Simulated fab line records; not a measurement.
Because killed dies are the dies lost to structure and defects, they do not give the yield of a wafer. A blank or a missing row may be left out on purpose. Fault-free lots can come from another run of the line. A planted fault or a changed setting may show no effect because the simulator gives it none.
fab line records | flow nand-harc
[record] lots = 5 | wafers = 15 | last-day = 24
route steps=1159 shown A_STAIRCASE@608
lots with no fault: from the same line, run without faults
start-h: hours from the record's first day to the start of the lot's first wafer shown | wait-h: time in hours since the lot's previous step | " same as the row above | L1.1+2: several wafers, shown together as one row | - no value, or no start given | * or withheld: withheld | < > ~ a bound
route shown NAME@n: NAME is a module with steps in the file, n the number in the route of the first one | usual: mean and standard deviation over wafers with no fault | same: alike in all rows | chamber/n: place in a boat | sites: per-site readings | _std_site: their standard deviation | _edge_site: inner sites' mean taken away from outer sites' mean | radius-mm: for every site, how far away it sits from the centre of the wafer | mask NAME#n: copy n | behind: tool/chamber where the wafer was last shaped | hold: why the lot was held/for how many hours/how that ended | device: names the non-switching transistor (n, p or np) | end of line: the route-end tests of the same wafers | a step without rows: its recipe alone | killed: dies lost to structure and defects at the first sort, not the wafer's yield | map: the dies of a wafer, with x for killed, . for not killed, _ for no die there
set.NAME: the setting as run; set.NAME@STEP: as run at that earlier step | model.NAME: the simulator's own value behind a step, which no gauge read
lots at some steps of the route; a table a step, a row a wafer
services: when a tool's chamber went out of use (start-h, in hours from the record's first day, below 0 if earlier), for how many hours, and the reason
[[steps]]
[step NHARC_A_STAIRCASE_EXPOSE_214]
[recipe] na = 0.5 | dose-mj = 31.26 | mask-id = STAIR_3
[step NHARC_A_STAIRCASE_PEB_215]
[recipe] peb-temp-c = 115 | peb-time-s = 130
[step NHARC_A_STAIRCASE_DEVELOP_216]
[recipe] time-s = 140
[step NHARC_A_STAIRCASE_HARDBAKE_218]
[recipe] temp-c = 120 | time-s = 140
[step NHARC_A_STAIRCASE_DESCUM_219]
[recipe] time-s = 3 | o2-flow-sccm = 200 | ar-flow-sccm = 0 | bias-power-w = 0 | chemistry = O2
[usual] drypump-motor-current-A = 5.5/0.43 | oes-product-au = 0.999/0.011 | rf-vpp-V = 57.8/0.83 | showerhead-plenum-p-Torr = 1.93/0.1 | throttle-valve-pct = 11.311/0.0093
lot.wafer | tool        | chamber | start-h | wait-h | drypump-motor-current-A | oes-product-au | rf-hours-counter-h | rf-vpp-V | showerhead-plenum-p-Torr | throttle-valve-pct
L354.1    | rie-diel-13 | 1       | 261.08  | -      | 5.4                     | 0.996          | 49                 | 58.1     | 1.94                     | 11.306
L354.4    | "           | 2       | "       | "      | 5.5                     | 0.995          | 53                 | 57.4     | 1.79                     | 11.307
L354.6    | "           | 0       | "       | "      | 5.3                     | 0.994          | -                  | 58.6     | 1.98                     | 11.310
L351.1    | rie-diel-03 | 3       | 261.48  | -      | 5.5                     | 0.977          | 13                 | 58.3     | 2.07                     | 11.308
L351.3    | "           | 1       | "       | "      | 6.3                     | 1.011          | 16                 | 58.4     | 1.96                     | 11.316
L351.5    | "           | 3       | "       | "      | 5.5                     | 0.977          | -                  | 57.7     | 2.07                     | 11.326
L365.3    | rie-diel-03 | 1       | 321.67  | -      | 6.3                     | 1.012          | 38                 | 58.8     | 1.95                     | 11.299
L365.1    | "           | 2       | "       | "      | 4.7                     | 0.992          | 36                 | 58.3     | 1.98                     | 11.310
L365.4    | "           | 3       | "       | "      | 5.5                     | 0.994          | 35                 | 58.5     | 2.06                     | 11.309
L373.4    | rie-diel-06 | 0       | 371.66  | -      | 5.7                     | 0.988          | 49                 | 56.9     | 1.80                     | 11.330
L373.1    | "           | 1       | "       | "      | 5.0                     | 1.009          | 47                 | 57.4     | 1.85                     | 11.305
L373.2    | "           | 2       | "       | "      | 5.6                     | 0.995          | 48                 | 58.3     | 2.06                     | 11.295
L372.3    | rie-diel-13 | 0       | 376.48  | -      | 5.3                     | 1.011          | 31                 | 57.8     | 1.97                     | 11.314
L372.5    | "           | 0       | "       | "      | 5.3                     | 1.003          | -                  | 58.3     | 1.97                     | 11.318
L372.6    | "           | 1       | "       | "      | 5.4                     | 1.009          | -                  | 58.6     | 1.93                     | 11.309
[step NHARC_A_STAIRCASE_TRIM_220]
[recipe] time-s = 211.2 | o2-flow-sccm = 500 | ar-flow-sccm = 0 | bias-w = 0 | chemistry = O2
[step NHARC_A_STAIRCASE_ETCH_221]
[recipe] target-depth-a = 1000 | time-s = 40.5 | ion-energy-ev = 400 | c4f8-flow-sccm = 20 | o2-flow-sccm = 10 | ar-flow-sccm = withheld | rf-w = 600 | bias-w = 1000 | chemistry = C4F8/O2
[step NHARC_A_STAIRCASE_TRIM_222]
[recipe] time-s = 211.2 | o2-flow-sccm = 500 | ar-flow-sccm = 0 | bias-w = 0 | chemistry = O2
[usual] drypump-motor-current-A = 5.6/0.41 | oes-product-au = 1.000/0.01 | rf-vpp-V = 57.9/0.96 | run-length-s = 232.4/0.52 | showerhead-plenum-p-Torr = 3.55/0.18 | throttle-valve-pct = 17.036/0.0089
lot.wafer | tool        | chamber | start-h | wait-h | drypump-motor-current-A | oes-product-au | rf-hours-counter-h | rf-vpp-V | run-length-s | showerhead-plenum-p-Torr | throttle-valve-pct
L354.1    | rie-diel-13 | 3       | -       | -      | 5.8                     | 1.020          | 55                 | 57.1     | 231.9        | 3.29                     | 17.031
L354.4    | "           | 0       | "       | "      | 5.3                     | 1.003          | 56                 | 57.2     | 232.7        | 3.64                     | 17.039
L354.6    | "           | 3       | "       | "      | 5.8                     | 1.025          | -                  | 58.4     | 231.7        | 3.29                     | 17.020
L351.1    | rie-diel-03 | 1       | -       | -      | 6.3                     | 1.021          | 16                 | 58.7     | 232.6        | 3.61                     | 17.031
L351.3    | "           | 3       | "       | "      | 5.5                     | 0.999          | 13                 | 57.6     | 231.7        | 3.80                     | 17.042
L351.5    | "           | 1       | "       | "      | 6.3                     | 1.024          | -                  | 58.3     | 233.0        | 3.61                     | 17.032
L365.4    | rie-diel-03 | 1       | -       | -      | 6.3                     | 1.009          | 38                 | 58.0     | 232.8        | 3.60                     | 17.029
L365.3    | "           | 3       | "       | "      | 5.5                     | 0.994          | 35                 | 59.1     | 232.0        | 3.79                     | 17.037
L365.1    | "           | 0       | "       | "      | 5.5                     | 1.003          | 37                 | 57.7     | 233.0        | 3.47                     | 17.032
L373.2    | rie-diel-06 | 2       | -       | -      | 5.6                     | 0.996          | 48                 | 59.2     | 232.9        | 3.78                     | 17.032
L373.1    | "           | 0       | "       | "      | 5.7                     | 0.999          | 49                 | 58.9     | 231.9        | 3.34                     | 17.041
L373.4    | "           | 1       | "       | "      | 5.0                     | 1.007          | 47                 | 55.8     | 232.7        | 3.42                     | 17.028
L372.3    | rie-diel-13 | 1       | -       | -      | 5.5                     | 1.006          | 30                 | 55.9     | 232.0        | 3.55                     | 17.021
L372.5    | "           | 1       | "       | "      | 5.5                     | 1.003          | -                  | 58.1     | 232.2        | 3.55                     | 17.047
L372.6    | "           | 2       | "       | "      | 5.5                     | 1.007          | -                  | 57.7     | 233.2        | 3.29                     | 17.026
[step NHARC_A_STAIRCASE_ETCH_223]
[recipe] target-depth-a = 1000 | time-s = 40.5 | ion-energy-ev = 400 | c4f8-flow-sccm = 20 | o2-flow-sccm = 10 | ar-flow-sccm = withheld | rf-w = 600 | bias-w = 1000 | chemistry = C4F8/O2
[usual] oes-product-au = 0.940/0.012 | rf-fwd-power-W = 592/3 | rf-vpp-V = 896/6.4
lot.wafer | tool        | chamber | start-h | wait-h | oes-product-au | rf-fwd-power-W | rf-hours-counter-h | rf-vpp-V
L354.1    | rie-diel-13 | 2       | -       | -      | 0.952          | 592            | 53                 | 890
L354.4    | "           | 0       | "       | "      | 0.949          | 587            | 56                 | 900
L354.6    | "           | 2       | "       | "      | 0.952          | 590            | -                  | 889
L351.3    | rie-diel-03 | 3       | -       | -      | 0.933          | 588            | 13                 | 906
L351.1    | "           | 2       | "       | "      | 0.942          | 593            | 16                 | 902
L351.5    | "           | 3       | "       | "      | 0.930          | 588            | -                  | 905
L365.3    | rie-diel-03 | 2       | -       | -      | 0.934          | 592            | 36                 | 900
L365.4    | "           | 0       | "       | "      | 0.926          | 593            | 38                 | 894
L365.1    | "           | 1       | "       | "      | 0.938          | 594            | 38                 | 898
L373.2    | rie-diel-06 | 2       | -       | -      | 0.942          | 599            | 48                 | 904
L373.1    | "           | 3       | "       | "      | 0.937          | 597            | 46                 | 889
L373.4    | "           | 0       | "       | "      | 0.928          | 590            | 49                 | 889
L372.3    | rie-diel-13 | 1       | -       | -      | 0.956          | 590            | 30                 | 894
L372.6    | "           | 1       | "       | "      | 0.951          | 587            | -                  | 896
L372.5    | "           | 2       | "       | "      | 0.941          | 590            | -                  | 887
[step NHARC_A_STAIRCASE_TRIM_224]
[recipe] time-s = 211.2 | o2-flow-sccm = 500 | ar-flow-sccm = 0 | bias-w = 0 | chemistry = O2
[usual] drypump-motor-current-A = 5.5/0.42 | oes-product-au = 0.998/0.01 | rf-vpp-V = 57.9/1 | run-length-s = 232.4/0.53 | showerhead-plenum-p-Torr = 3.54/0.18 | throttle-valve-pct = 17.037/0.0083
lot.wafer | tool        | chamber | start-h | wait-h | drypump-motor-current-A | oes-product-au | rf-hours-counter-h | rf-vpp-V | run-length-s | showerhead-plenum-p-Torr | throttle-valve-pct
L354.1    | rie-diel-13 | 0       | -       | -      | 5.3                     | 1.002          | 56                 | 59.1     | 232.4        | 3.64                     | 17.047
L354.4    | "           | 2       | "       | "      | 5.5                     | 1.008          | 53                 | 57.7     | 233.7        | 3.31                     | 17.032
L354.6    | "           | 0       | "       | "      | 5.3                     | 1.009          | -                  | 57.0     | 232.0        | 3.64                     | 17.037
L351.3    | rie-diel-03 | 2       | -       | -      | 4.7                     | 0.991          | 16                 | 57.1     | 232.1        | 3.65                     | 17.026
L351.1    | "           | 0       | "       | "      | 5.5                     | 0.985          | 13                 | 59.0     | 233.7        | 3.48                     | 17.055
L351.5    | "           | 3       | "       | "      | 5.5                     | 1.000          | -                  | 58.5     | 231.8        | 3.80                     | 17.033
L365.1    | rie-diel-03 | 0       | -       | -      | 5.5                     | 1.001          | 38                 | 58.7     | 233.1        | 3.47                     | 17.052
L365.3    | "           | 1       | "       | "      | 6.3                     | 1.014          | 39                 | 58.7     | 232.9        | 3.60                     | 17.030
L365.4    | "           | 2       | "       | "      | 4.7                     | 0.992          | 37                 | 58.6     | 231.8        | 3.64                     | 17.033
L373.4    | rie-diel-06 | 1       | -       | -      | 5.0                     | 1.018          | 47                 | 55.8     | 232.1        | 3.41                     | 17.049
L373.2    | "           | 2       | "       | "      | 5.5                     | 0.998          | 48                 | 59.6     | 232.8        | 3.78                     | 17.045
L373.1    | "           | 3       | "       | "      | 6.1                     | 0.999          | 46                 | 59.3     | 233.0        | 3.33                     | 17.030
L372.3    | rie-diel-13 | 2       | -       | -      | 5.5                     | 1.002          | 27                 | 57.2     | 233.3        | 3.29                     | 17.041
L372.6    | "           | 0       | "       | "      | 5.4                     | 0.995          | -                  | 57.6     | 232.0        | 3.62                     | 17.029
L372.5    | "           | 1       | "       | "      | 5.4                     | 1.013          | -                  | 57.3     | 232.0        | 3.55                     | 17.046
[step NHARC_A_STAIRCASE_ETCH_225]
[recipe] target-depth-a = 1000 | time-s = 40.5 | ion-energy-ev = 400 | c4f8-flow-sccm = 20 | o2-flow-sccm = 10 | ar-flow-sccm = withheld | rf-w = 600 | bias-w = 1000 | chemistry = C4F8/O2
[usual] oes-product-au = 0.941/0.012 | rf-fwd-power-W = 592/3.3 | rf-vpp-V = 897/6.5
lot.wafer | tool        | chamber | start-h | wait-h | oes-product-au | rf-fwd-power-W | rf-hours-counter-h | rf-vpp-V
L354.4    | rie-diel-13 | 3       | -       | -      | 0.949          | 591            | 56                 | 887
L354.1    | "           | 1       | "       | "      | 0.962          | 588            | 49                 | 899
L354.6    | "           | 2       | "       | "      | 0.958          | 594            | -                  | 889
L351.3    | rie-diel-03 | 0       | -       | -      | 0.943          | 596            | 13                 | 895
L351.1    | "           | 1       | "       | "      | 0.952          | 593            | 16                 | 898
L351.5    | "           | 3       | "       | "      | 0.936          | 590            | -                  | 906
L365.1    | rie-diel-03 | 2       | -       | -      | 0.921          | 594            | 37                 | 899
L365.3    | "           | 3       | "       | "      | 0.921          | 591            | 36                 | 905
L365.4    | "           | 0       | "       | "      | 0.922          | 596            | 38                 | 894
L373.4    | rie-diel-06 | 1       | -       | -      | 0.941          | 592            | 47                 | 893
L373.2    | "           | 2       | "       | "      | 0.933          | 596            | 48                 | 905
L373.1    | "           | 0       | "       | "      | 0.926          | 593            | 49                 | 889
L372.3    | rie-diel-13 | 2       | -       | -      | 0.936          | 593            | 27                 | 887
L372.5    | "           | 0       | "       | "      | 0.936          | 586            | -                  | 900
L372.6    | "           | 1       | "       | "      | 0.955          | 588            | -                  | 898
[step NHARC_A_STAIRCASE_TRIM_226]
[recipe] time-s = 211.2 | o2-flow-sccm = 500 | ar-flow-sccm = 0 | bias-w = 0 | chemistry = O2
[usual] drypump-motor-current-A = 5.5/0.43 | oes-product-au = 0.999/0.011 | rf-vpp-V = 57.9/0.92 | run-length-s = 232.4/0.5 | showerhead-plenum-p-Torr = 3.56/0.18 | throttle-valve-pct = 17.035/0.0091
lot.wafer | tool        | chamber | start-h | wait-h | drypump-motor-current-A | oes-product-au | rf-hours-counter-h | rf-vpp-V | run-length-s | showerhead-plenum-p-Torr | throttle-valve-pct
L354.4    | rie-diel-13 | 3       | 261.84  | -      | 5.8                     | 1.013          | 56                 | 57.5     | 232.0        | 3.29                     | 17.046
L354.1    | "           | 2       | "       | "      | 5.5                     | 1.008          | 53                 | 56.7     | 233.2        | 3.31                     | 17.038
L354.6    | "           | 0       | "       | "      | 5.3                     | 1.003          | -                  | 58.4     | 232.2        | 3.64                     | 17.029
L351.1    | rie-diel-03 | 1       | 262.28  | -      | 6.3                     | 1.022          | 16                 | 56.9     | 232.7        | 3.61                     | 17.034
L351.3    | "           | 3       | "       | "      | 5.5                     | 0.990          | 13                 | 58.1     | 231.4        | 3.80                     | 17.036
L351.5    | "           | 0       | "       | "      | 5.5                     | 0.991          | -                  | 57.6     | 233.2        | 3.48                     | 17.033
L365.4    | rie-diel-03 | 2       | 323.40  | -      | 4.7                     | 0.997          | 37                 | 58.9     | 251.9        | 3.64                     | 17.051
L365.3    | "           | 3       | "       | "      | 5.5                     | 0.989          | 36                 | 58.4     | 251.7        | 3.79                     | 17.022
L365.1    | "           | 1       | "       | "      | 6.3                     | 1.013          | 39                 | 59.3     | 232.3        | 3.60                     | 17.028
L373.2    | rie-diel-06 | 2       | 372.44  | -      | 5.6                     | 1.010          | 48                 | 57.5     | 232.5        | 3.78                     | 17.022
L373.4    | "           | 3       | "       | "      | 6.1                     | 0.994          | 46                 | 57.1     | 233.4        | 3.33                     | 17.037
L373.1    | "           | 1       | "       | "      | 5.0                     | 1.009          | 47                 | 58.0     | 232.4        | 3.41                     | 17.022
L372.3    | rie-diel-13 | 3       | 377.27  | -      | 5.8                     | 1.004          | 32                 | 58.0     | 231.8        | 3.79                     | 17.026
L372.6    | "           | 3       | "       | "      | 5.8                     | 1.010          | -                  | 57.7     | 232.3        | 3.79                     | 17.027
L372.5    | "           | 0       | "       | "      | 5.3                     | 1.002          | -                  | 57.6     | 232.1        | 3.62                     | 17.034
[step NHARC_A_STAIRCASE_ETCH_227]
[recipe] target-depth-a = 1000 | time-s = 40.5 | ion-energy-ev = 400 | c4f8-flow-sccm = 20 | o2-flow-sccm = 10 | ar-flow-sccm = withheld | rf-w = 600 | bias-w = 1000 | chemistry = C4F8/O2
[[services]]
tool        | chamber | start-h | hours | kind
rie-diel-06 | -       | 241.51  | 9.0   | pm
rie-diel-03 | 0       | 249.33  | -     | clean
rie-diel-03 | 1       | 249.33  | -     | clean
rie-diel-03 | 2       | 249.33  | -     | clean
rie-diel-03 | 3       | 249.33  | -     | clean
rie-diel-13 | 0       | 255.39  | -     | clean
rie-diel-13 | 1       | 255.39  | -     | clean
rie-diel-13 | 2       | 255.39  | -     | clean
rie-diel-13 | 3       | 255.39  | -     | clean
rie-diel-06 | 3       | 263.77  | 7.5   | repair
rie-diel-13 | -       | 270.66  | 0.1   | repair
rie-diel-03 | 0       | 273.83  | -     | clean
rie-diel-03 | 1       | 273.83  | -     | clean
rie-diel-03 | 2       | 273.83  | -     | clean
rie-diel-03 | 3       | 273.83  | -     | clean
rie-diel-13 | -       | 276.05  | 9.0   | pm
rie-diel-13 | 0       | 276.05  | 9.0   | vent-cycle
rie-diel-13 | 1       | 276.05  | 9.0   | vent-cycle
rie-diel-06 | 2       | 288.44  | 2.8   | repair
rie-diel-13 | 2       | 288.70  | 9.7   | repair
rie-diel-13 | 2       | 316.71  | 5.8   | repair
rie-diel-13 | -       | 339.31  | 0.8   | repair
rie-diel-03 | 1       | 370.70  | 3.7   | repair
rie-diel-03 | 2       | 373.90  | 5.3   | repair
[[key]]
[first-sign] step = NHARC_A_STAIRCASE_TRIM_226 | reading = run-length-s | direction = up | sigmas = 39 | usual = * | struck = *
effect none on later readings
met-at NHARC_A_STAIRCASE_TRIM_226
struck-wafers L365.3,L365.4
tester-left-out L365
onset-between 262.28 323.40
[fault] kind = process-parameter-drift | tool = rie-diel-03 | chamber = - | onset-h = 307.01 | steps = NHARC_A_STAIRCASE_TRIM_226 | channel = time-s | offset = * | shape = step | end-h = 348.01 | scope = struck-wafers-only | acts-in = * | stated = *
// tester-left-out: of these lots the tester's yield and bins aren't shown, on N5 and GAA mostly nor the transistor test; their killed dies are dies lost to structure and defects alone, not to doping, threshold or leakage, so they don't give the yield
